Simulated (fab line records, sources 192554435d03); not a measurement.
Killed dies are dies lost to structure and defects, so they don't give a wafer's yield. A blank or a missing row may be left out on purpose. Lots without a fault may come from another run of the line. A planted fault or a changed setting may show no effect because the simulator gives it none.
Chamber matching | flow n5_finfet | N5_HKMG_FIN_NWFM_ALD_20 on ald_metal-04: 4 sister chambers
The step deposits TiAlC, target thk 2 nm, pulse time 3 s, purge time 2 s. 4 wafers are shown with their chamber, then 7 later ones without.

WAFERS WITH THEIR CHAMBER
wafer  | chamber | heater_power_w (W)
L088.2 | 1       | 518
L088.6 | 2       | 560
L090.1 | 3       | 503
L090.4 | 0       | 459

WAFERS WITHOUT THEIR CHAMBER
wafer  | heater_power_w (W)
L090.6 | 552
L094.2 | 452
L094.5 | 462
L094.6 | 509
L097.1 | 555
L097.2 | 521
L097.5 | 541

WHICH CHAMBER EACH WENT THROUGH
wafer  | from the rows above     | in truth
L090.6 | 2                       | 2
L094.2 | 0                       | 0
L094.5 | 0                       | 0
L094.6 | can't be placed: 3 or 1 | 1
L097.1 | 2                       | 2
L097.2 | can't be placed: 1 or 3 | 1
L097.5 | can't be placed: 2 or 1 | 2
Placed correctly: 4 of 7. Can't be placed from these rows: 3 (the true chamber is among the candidates in 3). Placed wrongly: 0.
How it was worked out, from the rows above alone: a wafer's distance from a chamber is the root of the sum, over the readings, of the square of ((its reading less the chamber's mean) divided by the reading's scatter). The wafer belongs to the nearest chamber; if the next one is less than 2 further off, it can't be placed. A chamber's mean is the mean of its shown wafers. The scatter: with one shown wafer a chamber, the root of the mean of the squares of how far each hidden wafer lies from its nearest shown one.
